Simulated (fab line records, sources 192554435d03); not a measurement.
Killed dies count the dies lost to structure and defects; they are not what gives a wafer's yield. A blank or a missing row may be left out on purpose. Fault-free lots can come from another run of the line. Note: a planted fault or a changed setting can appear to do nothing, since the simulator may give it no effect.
Split-lot study :: flow n5_finfet :: 39 wafers read from 7 lots, route of 1938 steps

## THE SPLIT ITSELF
At N5_SD_EPI_P_EPI_21 (deposits SiGe:B, time 355 s), the setting temp_c was moved away from the recipe's 550 C on 12 of the 39 wafers read, by -0.6% to +0.7%. The other wafers ran this setting at the recipe's value.

## FROM THE SPLIT TO THE READING: what the file shows between them, 5 steps
- N5_SD_EPI_P_HM_STRIP_48: strips SiNx in H3PO4, material SiNx, target depth 3 nm
- N5_SD_EPI_P_SRD_49: time 30 s
- N5_SD_EPI_P_PRECLEAN_24: cleans in O3/DIW, time 45 s
- N5_SD_ACTIVATION_RTA_00: time 0 s
- N5_SD_ACTIVATION_LSA_01: time 0.0008 s

## THE READING
RS_SD_P (ohm/sq), read at N5_SD_ACTIVATION_RS_MEAS_03 with a four-point probe. Fault-free wafers of this fab line usually give 56.1 ohm/sq, standard deviation 0.85 ohm/sq.

wafer: L074.1
tool, chamber at the split: epi_rpcvd-01, 0
temp_c as run, C: 550
against the recipe: recipe
RS_SD_P, ohm/sq: 54.9
against lot-mates on the recipe: -

wafer: L074.2
tool, chamber at the split: epi_rpcvd-01, 0
temp_c as run, C: 550
against the recipe: recipe
RS_SD_P, ohm/sq: 55.0
against lot-mates on the recipe: -

wafer: L074.3
tool, chamber at the split: epi_rpcvd-01, 0
temp_c as run, C: 550
against the recipe: recipe
RS_SD_P, ohm/sq: 55.6
against lot-mates on the recipe: -

wafer: L074.4
tool, chamber at the split: epi_rpcvd-01, 0
temp_c as run, C: 550
against the recipe: recipe
RS_SD_P, ohm/sq: 55.1
against lot-mates on the recipe: -

wafer: L074.5
tool, chamber at the split: epi_rpcvd-01, 0
temp_c as run, C: 550
against the recipe: recipe
RS_SD_P, ohm/sq: 55.0
against lot-mates on the recipe: -

wafer: L074.6
tool, chamber at the split: epi_rpcvd-01, 0
temp_c as run, C: 550
against the recipe: recipe
RS_SD_P, ohm/sq: 54.6
against lot-mates on the recipe: -

wafer: L080.1
tool, chamber at the split: epi_rpcvd-02, 0
temp_c as run, C: 550
against the recipe: recipe
RS_SD_P, ohm/sq: 56.2
against lot-mates on the recipe: -

wafer: L080.4
tool, chamber at the split: epi_rpcvd-02, 0
temp_c as run, C: 550
against the recipe: recipe
RS_SD_P, ohm/sq: 56.9
against lot-mates on the recipe: -

wafer: L080.5
tool, chamber at the split: epi_rpcvd-02, 0
temp_c as run, C: 550
against the recipe: recipe
RS_SD_P, ohm/sq: 55.6
against lot-mates on the recipe: -

wafer: L083.1
tool, chamber at the split: epi_rpcvd-04, 0
temp_c as run, C: 550
against the recipe: recipe
RS_SD_P, ohm/sq: 55.8
against lot-mates on the recipe: -

wafer: L083.2
tool, chamber at the split: epi_rpcvd-04, 0
temp_c as run, C: 550
against the recipe: recipe
RS_SD_P, ohm/sq: 55.7
against lot-mates on the recipe: -

wafer: L083.3
tool, chamber at the split: epi_rpcvd-04, 0
temp_c as run, C: 550
against the recipe: recipe
RS_SD_P, ohm/sq: 55.5
against lot-mates on the recipe: -

wafer: L083.4
tool, chamber at the split: epi_rpcvd-04, 0
temp_c as run, C: 550
against the recipe: recipe
RS_SD_P, ohm/sq: 56.1
against lot-mates on the recipe: -

wafer: L083.5
tool, chamber at the split: epi_rpcvd-04, 0
temp_c as run, C: 550
against the recipe: recipe
RS_SD_P, ohm/sq: 55.5
against lot-mates on the recipe: -

wafer: L083.6
tool, chamber at the split: epi_rpcvd-04, 0
temp_c as run, C: 550
against the recipe: recipe
RS_SD_P, ohm/sq: 56.0
against lot-mates on the recipe: -

wafer: L086.1
tool, chamber at the split: epi_rpcvd-04, 0
temp_c as run, C: 551.9
against the recipe: +0.3%
RS_SD_P, ohm/sq: 54.0
against lot-mates on the recipe: -2.0

wafer: L086.2
tool, chamber at the split: epi_rpcvd-04, 0
temp_c as run, C: 551.9
against the recipe: +0.3%
RS_SD_P, ohm/sq: 54.5
against lot-mates on the recipe: -1.5

wafer: L086.3
tool, chamber at the split: epi_rpcvd-04, 0
temp_c as run, C: 550
against the recipe: recipe
RS_SD_P, ohm/sq: 54.9
against lot-mates on the recipe: -

wafer: L086.4
tool, chamber at the split: epi_rpcvd-04, 0
temp_c as run, C: 550
against the recipe: recipe
RS_SD_P, ohm/sq: 56.4
against lot-mates on the recipe: -

wafer: L086.5
tool, chamber at the split: epi_rpcvd-04, 0
temp_c as run, C: 550
against the recipe: recipe
RS_SD_P, ohm/sq: 56.6
against lot-mates on the recipe: -

wafer: L086.6
tool, chamber at the split: epi_rpcvd-04, 0
temp_c as run, C: 551.9
against the recipe: +0.3%
RS_SD_P, ohm/sq: 53.3
against lot-mates on the recipe: -2.7

wafer: L089.1
tool, chamber at the split: epi_rpcvd-04, 0
temp_c as run, C: 553.7
against the recipe: +0.7%
RS_SD_P, ohm/sq: 52.3
against lot-mates on the recipe: -4.2

wafer: L089.2
tool, chamber at the split: epi_rpcvd-04, 0
temp_c as run, C: 553.7
against the recipe: +0.7%
RS_SD_P, ohm/sq: 51.4
against lot-mates on the recipe: -5.1

wafer: L089.3
tool, chamber at the split: epi_rpcvd-04, 0
temp_c as run, C: 550
against the recipe: recipe
RS_SD_P, ohm/sq: 55.9
against lot-mates on the recipe: -

wafer: L089.4
tool, chamber at the split: epi_rpcvd-04, 0
temp_c as run, C: 553.7
against the recipe: +0.7%
RS_SD_P, ohm/sq: 51.2
against lot-mates on the recipe: -5.3

wafer: L089.5
tool, chamber at the split: epi_rpcvd-04, 0
temp_c as run, C: 550
against the recipe: recipe
RS_SD_P, ohm/sq: 56.3
against lot-mates on the recipe: -

wafer: L089.6
tool, chamber at the split: epi_rpcvd-04, 0
temp_c as run, C: 550
against the recipe: recipe
RS_SD_P, ohm/sq: 57.3
against lot-mates on the recipe: -

wafer: L090.1
tool, chamber at the split: epi_rpcvd-02, 0
temp_c as run, C: 551.4
against the recipe: +0.3%
RS_SD_P, ohm/sq: 55.4
against lot-mates on the recipe: -2.7

wafer: L090.2
tool, chamber at the split: epi_rpcvd-02, 0
temp_c as run, C: 551.4
against the recipe: +0.3%
RS_SD_P, ohm/sq: 54.3
against lot-mates on the recipe: -3.8

wafer: L090.3
tool, chamber at the split: epi_rpcvd-02, 0
temp_c as run, C: 550
against the recipe: recipe
RS_SD_P, ohm/sq: 57.9
against lot-mates on the recipe: -

wafer: L090.4
tool, chamber at the split: epi_rpcvd-02, 0
temp_c as run, C: 550
against the recipe: recipe
RS_SD_P, ohm/sq: 58.4
against lot-mates on the recipe: -

wafer: L090.5
tool, chamber at the split: epi_rpcvd-02, 0
temp_c as run, C: 551.4
against the recipe: +0.3%
RS_SD_P, ohm/sq: 55.4
against lot-mates on the recipe: -2.7

wafer: L090.6
tool, chamber at the split: epi_rpcvd-02, 0
temp_c as run, C: 550
against the recipe: recipe
RS_SD_P, ohm/sq: 58.1
against lot-mates on the recipe: -

wafer: L096.1
tool, chamber at the split: epi_rpcvd-02, 0
temp_c as run, C: 546.7
against the recipe: -0.6%
RS_SD_P, ohm/sq: 59.5
against lot-mates on the recipe: +4.3

wafer: L096.2
tool, chamber at the split: epi_rpcvd-02, 0
temp_c as run, C: 546.7
against the recipe: -0.6%
RS_SD_P, ohm/sq: 59.7
against lot-mates on the recipe: +4.5

wafer: L096.3
tool, chamber at the split: epi_rpcvd-02, 0
temp_c as run, C: 546.7
against the recipe: -0.6%
RS_SD_P, ohm/sq: 59.7
against lot-mates on the recipe: +4.5

wafer: L096.4
tool, chamber at the split: epi_rpcvd-02, 0
temp_c as run, C: 550
against the recipe: recipe
RS_SD_P, ohm/sq: 55.2
against lot-mates on the recipe: -

wafer: L096.5
tool, chamber at the split: epi_rpcvd-02, 0
temp_c as run, C: 550
against the recipe: recipe
RS_SD_P, ohm/sq: 54.9
against lot-mates on the recipe: -

wafer: L096.6
tool, chamber at the split: epi_rpcvd-02, 0
temp_c as run, C: 550
against the recipe: recipe
RS_SD_P, ohm/sq: 55.6
against lot-mates on the recipe: -

THE FIT
A straight line over all 39 wafers: RS_SD_P changes by -6.1 ohm/sq for each +1% of temp_c; r = -0.88; the points scatter about the line by 0.91 ohm/sq.
The same after taking each lot's own level away (the mean of its wafers on the recipe; 39 wafers): -7.4 ohm/sq for each +1%; r = -0.96; scatter 0.58 ohm/sq.
On that fit, the largest move of temp_c shifts the reading by 5 ohm/sq.
The span of the lots' own levels, 55.03 to 58.13 ohm/sq, comes to 3.6 times the standard deviation stated above.
So the slope is not independent of the lot-to-lot level: the two fits are not the same.
Check: -5.18 ohm/sq against its lot-mates is what the line predicts for one of the wafers moved furthest among these (+0.7%) when that wafer is left out of the fit. Against them it came out at -4.2 ohm/sq.

## THESE WAFERS: OTHER SPLITS
These wafers also went through other splits before the reading. Each is held against what the fit with the lots' levels taken away leaves over:
other split on the same wafers: N5_DUMMY_GATE_ETCH_37 source_w
wafers away from the commonest value: 9
r with RS_SD_P (lot level and that fit taken away): -0.24

## THE WHOLE CHAIN: every reading that the file lists as answering this split, in the file's order
step: N5_SD_EPI_P_EPI_21
what it does: deposits SiGe:B, time 355 s
reading: SiGe-B_of_SD_EPI_P_EPI_21.thk_nm (the simulator's own value, which no gauge read)
change (the file's fit): +7.83 nm for each +1% of the setting
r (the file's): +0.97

step: N5_SD_EPI_P_HM_STRIP_48
what it does: strips SiNx in H3PO4, material SiNx, target depth 3 nm
reading: SiGe-B_of_SD_EPI_P_EPI_21.thk_nm (the simulator's own value, which no gauge read)
change (the file's fit): +7.88 nm for each +1% of the setting
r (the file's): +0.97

step: N5_SD_ACTIVATION_RS_MEAS_03
what it does: measures by four-point-probe
reading: RS_SD_P
change (the file's fit): -7.44 for each +1% of the setting
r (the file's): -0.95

## FILE'S OWN FIT
RS_SD_P changes by -7.44 ohm/sq for each +1% of temp_c, r = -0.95.
